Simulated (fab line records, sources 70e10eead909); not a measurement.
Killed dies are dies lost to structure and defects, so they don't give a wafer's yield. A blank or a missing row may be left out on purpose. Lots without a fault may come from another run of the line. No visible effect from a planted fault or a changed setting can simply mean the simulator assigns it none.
fab line records	flow nandHarc
record lots=6	wafers=18	lastDay=24
route steps=1159 shown A_CONTACT@928 A_BLC@964 END@1159
lots that met no fault: taken from a fault-free run of the same line
startH: start of the lot's first displayed wafer, in hours after the record's first day	waitH: hours from the lot's prior step to this one	" identical to the entry in the row above	L1.1+2: several wafers, shown together as one row	- either no value or no given start	* or withheld: withheld	< > ~ a bound
route shown NAME@n: a module of which the file shows steps, and the number in the route of the first	usual: mean and standard deviation over wafers with no fault	same: alike in all rows	chamber/n: place in a boat	sites: the reading at each site	_std_site: standard deviation across them	_edge_site: mean of outer sites minus mean of inner sites	radiusMm: how far each site lies from the wafer's centre	mask NAME#n: copy n	behind: the last tool/chamber to shape the wafer	hold: the reason the lot was held/the length of the hold in hours/how it ended	device: whichever transistor did not switch (one of n, p or np)	end of line: tests of these same wafers at the route's end	a step with no rows: only its recipe	killed: count of dies lost to structure and defects at first sort (not the wafer's yield)	map: a wafer's dies, x killed, . not, _ none there
set.NAME: the setting the step ran with; set.NAME@STEP: the setting that earlier step ran with	model.NAME: the simulator's own value behind a step, which no gauge read
lots at selected steps of the route; one table per step, one row per wafer
services: a tool's chamber out of use, with start hour (startH, from the record's first day; less than 0 if before it), hours out, and reason
## steps
# step NHARC_A_CONTACT_COAT_87
# recipe tempC=225	timeS=65
# step NHARC_A_CONTACT_COAT_02
# recipe spinRpm=1500	resistThkNm=90
# step NHARC_A_CONTACT_SOFTBAKE_03
# recipe tempC=105	timeS=55
# step NHARC_A_CONTACT_EBR_04
# step NHARC_A_CONTACT_EXPOSE_05
# recipe na=1.35	sigmaOuter=0.8	doseMj=84.24	maskId=A_CC
# step NHARC_A_CONTACT_PEB_06
# recipe pebTempC=100	pebTimeS=65
# step NHARC_A_CONTACT_DEVELOP_07
# recipe developTimeS=35	devTempC=23
# step NHARC_A_CONTACT_CD_MEAS_08
# recipe targetCdNm=100	landingEnergyEv=500
# usual cdNm=100.0/0.51
lot.wafer	tool	chamber	startH	waitH	cdNm
L861.3	cdSem-02	0	384.26	-	99.5
L861.4	"	0	"	"	100.0
L861.6	"	0	"	"	99.7
L865.1	cdSem-02	0	421.22	-	100.1
L865.2	"	0	"	"	99.6
L865.6	"	0	"	"	99.6
L871.2	cdSem-01	0	432.81	-	99.8
L871.3	"	0	"	"	99.0
L871.5	"	0	"	"	100.2
L875.1	cdSem-03	0	456.49	-	99.1
L875.2	"	0	"	"	99.2
L875.4	"	0	"	"	100.1
L879.1	cdSem-01	0	489.05	-	100.1
L879.3	"	0	"	"	99.9
L879.6	"	0	"	"	99.4
L881.1	cdSem-03	0	517.75	-	100.2
L881.2	"	0	"	"	99.7
L881.6	"	0	"	"	100.5
# step NHARC_A_CONTACT_OVL_MEAS_09
# usual overlayXNm=-0.1/0.71	overlayYNm=0.0/0.88
lot.wafer	tool	chamber	startH	waitH	overlayXNm	overlayYNm
L861.3	overlay-01	-	384.35	-	-1.0	0.3
L861.4	"	-	"	"	-1.3	0.7
L861.6	"	-	"	"	-0.9	0.1
L865.1	overlay-02	-	421.31	-	-0.2	0.3
L865.2	"	-	"	"	0.0	1.2
L865.6	"	-	"	"	-0.3	0.9
L871.2	overlay-01	-	432.90	-	-1.0	-1.6
L871.3	"	-	"	"	-0.3	-1.4
L871.5	"	-	"	"	-0.7	-1.5
L875.1	overlay-02	-	456.58	-	0.8	-0.2
L875.2	"	-	"	"	1.2	-0.1
L875.4	"	-	"	"	1.3	0.0
L879.1	overlay-01	-	489.14	-	0.8	0.8
L879.3	"	-	"	"	1.0	0.8
L879.6	"	-	"	"	0.9	0.9
L881.1	overlay-01	-	517.84	-	-0.1	0.7
L881.2	"	-	"	"	-0.6	0.7
L881.6	"	-	"	"	-0.8	1.1
# step NHARC_A_CONTACT_INSPECT_10
# usual rawDefectCount=28/10
lot.wafer	tool	chamber	startH	waitH	rawDefectCount
L861.3	defectInspect-02	-	384.39	0.0	35
L861.4	"	-	"	"	41
L861.6	"	-	"	"	36
L865.1	defectInspect-01	-	421.34	0.0	21
L865.2	"	-	"	"	26
L865.6	"	-	"	"	17
L871.2	defectInspect-02	-	432.93	0.0	18
L871.3	"	-	"	"	25
L871.5	"	-	"	"	29
L875.1	defectInspect-01	-	456.62	0.0	29
L875.2	"	-	"	"	30
L875.4	"	-	"	"	32
L879.1	defectInspect-01	-	489.17	0.0	36
L879.3	"	-	"	"	33
L879.6	"	-	"	"	34
L881.1	defectInspect-01	-	517.87	0.0	31
L881.2	"	-	"	"	33
L881.6	"	-	"	"	34
# step NHARC_A_CONTACT_DESCUM_13
# recipe timeS=3	o2FlowSccm=200	arFlowSccm=0	biasPowerW=0	chemistry=O2
# usual drypumpMotorCurrentA=5.6/0.34	oesProductAu=1.001/0.0097	rfVppV=57.9/0.9	showerheadPlenumPTorr=1.92/0.043	throttleValvePct=11.312/0.0097
lot.wafer	tool	chamber	startH	waitH	drypumpMotorCurrentA	oesProductAu	rfHoursCounterH	rfVppV	showerheadPlenumPTorr	throttleValvePct
L861.3	rieDiel-02	1	384.45	0.1	5.5	1.001	9	57.3	2.00	11.319
L861.4	"	3	"	"	5.1	1.001	10	58.2	1.96	11.308
L861.6	"	1	"	"	5.5	0.999	-	59.3	2.00	11.318
L865.2	rieDiel-04	3	421.52	0.2	5.8	1.023	45	57.3	1.88	11.306
L865.1	"	0	"	"	5.5	0.983	49	58.5	1.92	11.309
L865.6	"	2	"	"	6.2	1.009	-	57.2	1.91	11.318
L871.2	rieDiel-02	2	432.99	0.1	6.2	0.999	15	59.0	1.87	11.320
L871.3	"	0	"	"	5.5	1.000	16	58.5	1.91	11.301
L871.5	"	2	"	"	6.2	0.996	-	57.9	1.86	11.320
L875.4	rieDiel-02	0	456.68	0.1	5.5	1.003	21	58.3	1.91	11.328
L875.1	"	2	"	"	6.1	1.001	19	56.8	1.86	11.306
L875.2	"	3	"	"	5.0	1.002	25	58.5	1.95	11.317
L879.1	rieDiel-04	3	489.24	0.1	5.7	1.022	3	59.1	1.88	11.318
L879.3	"	1	"	"	5.6	0.997	4	58.7	1.95	11.318
L879.6	"	3	"	"	5.7	1.014	-	58.5	1.88	11.300
L881.1	rieDiel-04	1	517.95	0.1	5.6	0.994	16	58.0	1.94	11.322
L881.2	"	3	"	"	5.7	1.008	13	56.4	1.87	11.306
L881.6	"	3	"	"	5.8	1.013	-	57.1	1.87	11.323
# step NHARC_A_CONTACT_ETCH_88
# recipe targetDepthA=390	overEtchFrac=0.3	timeS=65	ionEnergyEv=80	cf4FlowSccm=150	arFlowSccm=0	rfW=300	biasW=100	chemistry=CF4
# step NHARC_A_CONTACT_ETCH_89
# recipe targetDepthA=2600	overEtchFrac=0.3	timeS=475.3	ionEnergyEv=200	n2FlowSccm=150	h2FlowSccm=150	arFlowSccm=0	rfW=400	biasW=150	chemistry=N2/H2
# usual drypumpMotorCurrentA=5.7/0.34	n2FlowSccm=150.0/0.47	oesProductAu=1.000/0.0092	rfVppV=430.9/1.7	showerheadPlenumPTorr=2.05/0.048	throttleValvePct=14.171/0.0089
lot.wafer	tool	chamber	startH	waitH	drypumpMotorCurrentA	n2FlowSccm	oesProductAu	rfHoursCounterH	rfVppV	showerheadPlenumPTorr	throttleValvePct
L861.3	rieDiel-02	2	384.68	-	6.1	149.9	0.987	6	428.4	1.99	14.174
L861.4	"	3	"	"	5.1	150.3	1.000	11	431.1	2.09	14.179
L861.6	"	1	"	"	5.5	150.8	0.997	-	433.6	2.13	14.159
L865.1	rieDiel-04	3	422.06	-	5.7	149.8	1.015	46	429.4	2.01	14.173
L865.2	"	2	"	"	6.2	150.1	1.002	43	430.3	2.04	14.161
L865.6	"	3	"	"	5.8	150.0	1.021	-	429.9	2.01	14.150
L871.3	rieDiel-02	0	433.27	-	5.5	150.5	0.996	16	430.5	2.03	14.183
L871.2	"	2	"	"	6.1	150.3	1.005	15	429.6	1.99	14.176
L871.5	"	0	"	"	5.5	151.0	0.985	-	430.8	2.04	14.181
L875.4	rieDiel-02	3	456.96	-	5.1	149.5	0.994	25	431.6	2.08	14.175
L875.2	"	0	"	"	5.5	150.1	0.996	21	428.5	2.03	14.181
L875.1	"	2	"	"	6.2	149.7	0.999	19	429.5	1.98	14.172
L879.3	rieDiel-04	1	489.41	-	5.6	149.9	0.993	4	433.6	2.08	14.168
L879.1	"	2	"	"	6.2	149.3	1.001	3	430.3	2.03	14.174
L879.6	"	1	"	"	5.6	150.5	0.988	-	431.6	2.08	14.175
L881.1	rieDiel-04	3	518.16	-	5.8	150.9	1.016	13	428.2	2.00	14.173
L881.2	"	0	"	"	5.5	151.4	0.989	16	429.7	2.04	14.171
L881.6	"	3	"	"	5.8	149.9	1.013	-	429.2	2.00	14.187
# step NHARC_A_CONTACT_ETCH_30
# recipe targetDepthA=605	timeS=30.2	cf4FlowSccm=100	chf3FlowSccm=30	arFlowSccm=0	rfW=500	biasW=200	chemistry=CF4/CHF3
# usual drypumpMotorCurrentA=5.6/0.34	oesProductAu=0.941/0.023	rfVppV=371.1/1.4	showerheadPlenumPTorr=1.58/0.034	throttleValvePct=16.802/0.0092
lot.wafer	tool	chamber	startH	waitH	drypumpMotorCurrentA	oesProductAu	rfHoursCounterH	rfVppV	showerheadPlenumPTorr	throttleValvePct
L861.3	rieDiel-02	1	-	-	5.5	0.953	10	373.5	1.64	16.807
L861.4	"	0	"	"	5.5	0.948	9	370.2	1.57	16.807
L861.6	"	2	"	"	6.2	0.949	-	369.3	1.54	16.799
L865.1	rieDiel-04	0	-	-	5.5	0.909	50	370.8	1.58	16.803
L865.2	"	3	"	"	5.7	0.937	46	369.3	1.55	16.796
L865.6	"	1	"	"	5.7	0.925	-	372.0	1.61	16.819
L871.2	rieDiel-02	1	-	-	5.5	0.914	20	372.5	1.63	16.812
L871.3	"	2	"	"	6.1	0.925	15	367.6	1.54	16.792
L871.5	"	3	"	"	5.1	0.907	-	372.9	1.61	16.808
L875.1	rieDiel-02	0	-	-	5.5	0.925	21	371.4	1.57	16.808
L875.2	"	1	"	"	5.5	0.931	24	372.3	1.63	16.796
L875.4	"	2	"	"	6.1	0.929	20	370.0	1.53	16.822
L879.3	rieDiel-04	2	-	-	6.2	0.912	4	370.3	1.57	16.801
L879.1	"	3	"	"	5.7	0.938	4	369.1	1.54	16.794
L879.6	"	2	"	"	6.2	0.917	-	371.1	1.57	16.807
L881.2	rieDiel-04	0	-	-	5.6	0.940	16	371.2	1.57	16.817
L881.1	"	1	"	"	5.7	0.946	16	371.0	1.60	16.806
L881.6	"	1	"	"	5.7	0.957	-	371.1	1.60	16.794
# step NHARC_A_CONTACT_ETCH_31
# recipe targetDepthA=20000	overEtchFrac=0.3	timeS=520	ionEnergyEv=150	o2FlowSccm=400	cosFlowSccm=20	arFlowSccm=0	rfW=500	biasW=300	chemistry=O2/COS
# step NHARC_A_CONTACT_ETCH_134
# recipe sourceW=withheld	pressureMtorr=20	biasV=withheld	timeS=140	targetDepthA=7000	arFlowSccm=withheld	c4f8FlowSccm=withheld	o2FlowSccm=withheld	chemistry=C4F8/O2/Ar
lot.wafer	tool	chamber	startH	waitH	rfHoursCounterH
L861.3	harCapEtch-01	1	385.60	-	-
L861.4	"	0	"	"	-
L861.6	"	1	"	"	-
L865.2	harCapEtch-01	1	422.88	-	65
L865.1	"	0	"	"	65
L865.6	"	0	"	"	-
L871.2	harCapEtch-02	0	434.06	-	22
L871.3	"	0	"	"	-
L871.5	"	1	"	"	-
L875.2	harCapEtch-02	0	457.92	-	26
L875.1	"	1	"	"	26
L875.4	"	0	"	"	-
L879.1	harCapEtch-03	0	490.59	-	103
L879.3	"	0	"	"	-
L879.6	"	0	"	"	-
L881.1	harCapEtch-02	1	519.23	-	35
L881.2	"	0	"	"	35
L881.6	"	0	"	"	-
# step NHARC_A_CONTACT_ETCH_135
# recipe sourceW=withheld	pressureMtorr=20	biasV=3000	timeS=132	targetDepthA=12870	arFlowSccm=withheld	c4f8FlowSccm=withheld	o2FlowSccm=withheld	chemistry=C4F8/O2/Ar
lot.wafer	tool	chamber	startH	waitH	rfHoursCounterH
L861.3	harCapEtch-01	1	385.77	0.1	-
L861.4	"	0	"	"	-
L861.6	"	1	"	"	-
L865.2	harCapEtch-01	1	423.09	0.2	65
L865.1	"	0	"	"	65
L865.6	"	0	"	"	-
L871.2	harCapEtch-02	0	434.26	0.2	22
L871.3	"	0	"	"	-
L871.5	"	1	"	"	-
L875.2	harCapEtch-02	0	458.13	0.2	26
L875.1	"	1	"	"	26
L875.4	"	0	"	"	-
L879.1	harCapEtch-03	0	490.80	0.2	103
L879.3	"	0	"	"	-
L879.6	"	0	"	"	-
L881.1	harCapEtch-02	1	519.44	0.2	35
L881.2	"	0	"	"	35
L881.6	"	0	"	"	-
# step NHARC_A_CONTACT_ETCH_136
# recipe sourceW=withheld	pressureMtorr=20	biasV=3000	timeS=132	targetDepthA=12870	arFlowSccm=withheld	c4f8FlowSccm=withheld	o2FlowSccm=withheld	chemistry=C4F8/O2/Ar
# step NHARC_A_CONTACT_ETCH_137
# recipe sourceW=withheld	pressureMtorr=20	biasV=3000	timeS=132	targetDepthA=12870	arFlowSccm=withheld	c4f8FlowSccm=withheld	o2FlowSccm=withheld	chemistry=C4F8/O2/Ar
# step NHARC_A_CONTACT_ETCH_138
# recipe sourceW=withheld	pressureMtorr=20	biasV=3000	timeS=132	targetDepthA=12890	arFlowSccm=withheld	c4f8FlowSccm=withheld	o2FlowSccm=withheld	chemistry=C4F8/O2/Ar
# step NHARC_A_CONTACT_ETCH_139
# recipe sourceW=withheld	pressureMtorr=20	biasV=400	timeS=137	targetDepthA=5900	arFlowSccm=withheld	c4f8FlowSccm=11.5	o2FlowSccm=7.2	chemistry=C4F8/O2/Ar
# step NHARC_A_CONTACT_ETCH_92
# recipe targetDepthA=400	overEtchFrac=0.5	timeS=85.7	ionEnergyEv=120	ch3fFlowSccm=50	o2FlowSccm=30	arFlowSccm=200	rfW=500	biasW=100	chemistry=CH3F/O2
# step NHARC_A_CONTACT_ETCH_98
# recipe targetDepthA=200	overEtchFrac=0.5	timeS=10	ionEnergyEv=250	c4f6FlowSccm=25	o2FlowSccm=20	arFlowSccm=500	rfW=600	biasW=500	chemistry=C4F6/O2
# step NHARC_A_CONTACT_CD_MEAS_15
# usual cdNm=90.0/0.66
lot.wafer	tool	chamber	startH	waitH	cdNm
L861.3	cdSem-01	-	386.84	-	90.1
L861.4	"	-	"	"	89.5
L861.6	"	-	"	"	90.2
L865.1	cdSem-03	-	424.20	-	90.9
L865.2	"	-	"	"	91.1
L865.6	"	-	"	"	90.7
L871.2	cdSem-01	-	435.45	-	90.3
L871.3	"	-	"	"	89.4
L871.5	"	-	"	"	90.0
L875.1	cdSem-01	-	459.93	-	89.4
L875.2	"	-	"	"	88.3
L875.4	"	-	"	"	90.0
L879.1	cdSem-02	-	491.92	-	89.6
L879.3	"	-	"	"	89.3
L879.6	"	-	"	"	89.3
L881.1	cdSem-02	-	520.55	-	89.5
L881.2	"	-	"	"	89.5
L881.6	"	-	"	"	89.8
# step NHARC_A_CONTACT_STRIP_107
# recipe n2FlowSccm=150	h2FlowSccm=150	arFlowSccm=0	biasW=0	chemistry=N2/H2
# step NHARC_A_CONTACT_STRIP_108
# recipe cf4FlowSccm=100	chf3FlowSccm=30	arFlowSccm=0	biasW=0	chemistry=CF4/CHF3
# step NHARC_A_CONTACT_STRIP_109
# recipe o2FlowSccm=400	cosFlowSccm=20	arFlowSccm=0	biasW=0	chemistry=O2/COS
# step NHARC_A_CONTACT_ETCH_110
# recipe targetDepthA=500	overetchA=50	timeS=27.5	ionEnergyEv=100	cf4FlowSccm=80	o2FlowSccm=20	arFlowSccm=0	rfW=300	biasW=100	chemistry=CF4/O2
# step NHARC_A_CONTACT_STRIP_26
# recipe o2FlowSccm=500	arFlowSccm=0	biasW=0	chemistry=O2
# step NHARC_A_CONTACT_STRIP_27
# recipe timeS=600	tempC=30	chemistry=postEtchResidueRemover
# step NHARC_A_CONTACT_ALD_18
# recipe targetThkA=30	pulseTimeS=1	aldCycles=150	tempC=450	material=TiN
# step NHARC_A_CONTACT_CVD_19
# recipe targetThkA=3000	tempC=300	pressureTorr=40	wf6FlowSccm=40	h2FlowSccm=1600	arFlowSccm=1560	timeS=802	material=W
# step NHARC_A_CONTACT_CMP_20
# recipe tOverpolishS=30	targetThkNm=300
# usual motorCurrentA=12.6/1.4	overpolishRunS=30.001/0.0094	timeToEndpointS=61/3.1
lot.wafer	tool	chamber	startH	waitH	motorCurrentA	overpolishRunS	timeToEndpointS
L861.4	cmp-03	0	395.69	0.5	12.3	29.984	61
L861.3	"	2	"	"	12.8	30.004	66
L861.6	"	0	"	"	12.8	30.018	64
L865.1	cmp-03	3	426.30	0.8	14.0	29.986	60
L865.2	"	1	"	"	11.9	29.989	55
L865.6	"	3	"	"	13.4	29.998	59
L871.3	cmp-02	3	443.26	0.5	12.4	29.993	65
L871.2	"	2	"	"	12.2	30.004	65
L871.5	"	3	"	"	12.3	30.004	65
L875.1	cmp-01	0	466.08	0.8	15.4	30.020	59
L875.4	"	1	"	"	12.0	29.998	65
L875.2	"	2	"	"	11.6	30.022	57
L879.3	cmp-02	1	496.14	0.5	14.0	29.999	58
L879.1	"	2	"	"	12.1	29.997	63
L879.6	"	1	"	"	13.4	30.014	55
L881.2	cmp-01	0	522.77	0.8	14.8	30.000	59
L881.1	"	1	"	"	12.3	29.997	62
L881.6	"	2	"	"	11.4	29.995	60
# step NHARC_A_CONTACT_SRD_22
# step NHARC_A_BLC_DEHYDRATE_00
# recipe tempC=150	timeS=120
# step NHARC_A_BLC_HMDS_01
# recipe timeS=30
# step NHARC_A_BLC_COAT_02
# recipe tempC=260	timeS=75
# step NHARC_A_BLC_COAT_03
# recipe tempC=225	timeS=65
# step NHARC_A_BLC_COAT_04
# recipe spinRpm=1500	resistThkNm=90
# step NHARC_A_BLC_SOFTBAKE_05
# recipe tempC=105	timeS=55
# step NHARC_END_SORT_01
# recipe tempC=25
# usual killedAtArray=28/8.6	killedAtOther=0.7/1.2	killedAtPeriphery=3.1/2.3	killedDies=32/8.7	killedOpen=3.2/1.7	killedShort=2.0/1.5
# same grossDies=677
lot.wafer	tool	chamber	startH	waitH	killedAtArray	killedAtOther	killedAtPeriphery	killedDies	killedOpen	killedShort
L875.1	prober-02	0	507.28	2.5	30	0	3	33	1	1
L879.1	prober-02	0	554.11	2.5	108	0	2	110	1	2
L879.3	prober-02	0	555.74	3.1	55	0	2	57	4	0
L879.6	prober-02	0	558.18	4.1	61	0	6	67	2	4
L881.1	prober-01	0	570.58	2.5	108	0	1	109	1	1
L881.2	prober-01	0	571.39	2.8	100	0	1	101	4	1
L881.6	prober-01	0	574.60	4.0	114	0	1	115	4	1
# killed by level:class
L875.1 A_CHANNEL_HOLE_D1:chamberFilmFlake=22 A_CONTACT:chamberFilmFlake=3 P_CONTACT:chamberFilmFlake=2 A_WL_FILL:chamberFilmFlake=2 A_ONON_D1:geometricParticle:short=1 A_M0:geometricParticle:open=1 P_ZERO_WELL:chamberFilmFlake=1 A_STAIRCASE:chamberFilmFlake=1
L879.1 A_CONTACT:unspecified=77 A_CHANNEL_HOLE_D1:chamberFilmFlake=19 A_STAIRCASE:chamberFilmFlake=4 A_CONTACT:chamberFilmFlake=2 P_STI:chamberFilmFlake=2 A_BONDPAD:chamberFilmFlake=2 A_ONON_D1:geometricParticle:open=1 A_WL_FILL:geometricParticle:short=1
L879.3 A_CONTACT:unspecified=29 A_CHANNEL_HOLE_D1:chamberFilmFlake=18 A_M1:geometricParticle:open=2 A_BONDPAD:chamberFilmFlake=2 P_M0:geometricParticle:open=1 A_BLC:geometricParticle:open=1 P_STI:chamberFilmFlake=1 A_STAIRCASE:chamberFilmFlake=1
L879.6 A_CONTACT:unspecified=24 A_CHANNEL_HOLE_D1:chamberFilmFlake=23 A_CONTACT:chamberFilmFlake=5 P_ZERO_WELL:chamberFilmFlake=2 A_STAIRCASE:chamberFilmFlake=2 P_CONTACT:geometricParticle:short=1 P_M0:geometricParticle:open=1 A_CHANNEL_HOLE_D1:geometricParticle:short=1
L881.1 A_CONTACT:unspecified=83 A_CHANNEL_HOLE_D1:chamberFilmFlake=20 A_STAIRCASE:chamberFilmFlake=2 P_M1:geometricParticle:short=1 A_SGD_CUT:geometricParticle:open=1 A_ZERO_WELL:chamberFilmFlake=1 A_SGD_CUT:chamberFilmFlake=1
L881.2 A_CONTACT:unspecified=69 A_CHANNEL_HOLE_D1:chamberFilmFlake=24 A_STAIRCASE:chamberFilmFlake=2 P_GATE:geometricParticle:open=1 A_SOURCE_PLATE:geometricParticle:open=1 A_CHANNEL_FILL_D1:geometricParticle:short=1 A_SGD_CUT:geometricParticle:open=1 A_CONTACT:geometricParticle:open=1
L881.6 A_CONTACT:unspecified=83 A_CHANNEL_HOLE_D1:chamberFilmFlake=25 A_WL_FILL:geometricParticle:open=2 A_STAIRCASE:chamberFilmFlake=2 P_M1:geometricParticle:open=1 A_CHANNEL_HOLE_D1:geometricParticle:open=1 A_WL_FILL:geometricParticle:short=1
# map L879.1 (x killed, . not)
____________.____________
_________......._________
_______..........._______
______.............______
_____.......x......._____
____.x...............____
____.................____
___...................___
___...................___
__.....................__
__..x..................__
_......................._
_......................._
_..................x...._
_......................._
_...............xx......_
............x............
..............xx.x.......
.......x.......xxx.......
..............xxxxxx.....
...............xxxxx.x...
_............xxxxxxxxx.._
_.x..........xxxxxxxx..._
_...........xxxxxxxxxx.._
_....x........xxxxxxxx.._
_.....x.x.xx.xxxxxxx.x.._
__.......x.x..xxxxxx...__
__.......x....xxxxxx...__
___...xxx.xx....xxxx..___
___.......xxx......x..___
____.....x....x...x..____
____.....x.x.........____
_____.....xx........_____
______.............______
_______..........._______
_________......._________
____________.____________
# map L881.6 (x killed, . not)
____________x____________
_________......._________
_______..........._______
______...x.........______
_____..............._____
____.................____
____.................____
___........x..........___
___...................___
__.....................__
__.....................__
_......................._
_............x...x......_
_............xx........._
_..........xx.xx.....x.._
_....x....xxx.xxxx......_
..........x.xxxxxx.......
...........xxxxxxx.......
..........xxxxxxxx.......
..........xxxxxxx........
..........xxxxxxxxx......
_...........xxxxxx......_
_.........xxxxxxxxx....._
_..........xxxxxxxx....._
_............xxxx......._
_.........x..xxx........_
__........x.x.x........__
__.......x.xxx.........__
___.....x.x...........___
___...x..xxxx.........___
____...x.xx.x........____
____......x..x.......____
_____...xx.x.x......_____
______......x......______
_______..........._______
_________x......_________
____________.____________
## services
tool	chamber	startH	hours	kind
rieDiel-02	0	361.33	4.1	repair
cmp-03	-	373.34	1.2	repair
cmp-01	-	375.50	4.0	pm
cmp-03	-	383.36	6.5	repair
cmp-02	-	398.69	0.6	repair
rieDiel-02	2	399.59	5.1	repair
cmp-02	-	400.53	1.0	repair
cmp-02	-	422.76	4.0	pm
cmp-03	-	427.81	0.9	repair
cmp-01	-	440.44	2.1	repair
cmp-02	-	444.38	0.4	repair
cmp-03	-	450.13	4.0	pm
rieDiel-02	2	459.83	4.2	repair
rieDiel-02	1	462.89	1.5	repair
rieDiel-04	-	466.05	9.0	pm
cmp-02	-	468.98	1.7	repair
cmp-01	-	473.50	4.0	pm
rieDiel-02	2	475.63	6.5	repair
rieDiel-04	-	476.57	1.2	repair
cmp-01	-	495.67	1.7	repair
cmp-02	-	500.94	2.2	repair
rieDiel-02	-	504.83	9.0	pm
cmp-02	-	506.22	6.2	repair
rieDiel-04	2	516.64	13.8	repair
## key
firstSign step=NHARC_END_SORT_01	reading=killedAtArray	direction=up	sigmas=7.3	usual=28	struck=91
effect step=NHARC_END_SORT_01	reading=killedDies	direction=up	sigmas=7	usual=32	struck=93
moreKillsBornAt NHARC_A_CONTACT_ETCH_89@rieDiel-04=364
metAt NHARC_A_CONTACT_ETCH_89
struckWafers L879.1,L879.3,L879.6,L881.1,L881.2,L881.6
testerLeftOut L879,L881
onsetBetween 422.06 489.41
alsoFits time
fault kind=chamberParticleSource	tool=rieDiel-04	chamber=-	onsetH=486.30	steps=NHARC_A_CONTACT_ETCH_89	ratePerVisitCm2=0.60218	endH=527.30
# testerLeftOut: of these lots the tester's yield and bins aren't shown, on N5 and GAA mostly nor the transistor test; their killed dies are dies lost to structure and defects alone, not to doping, threshold or leakage, so they don't give the yield
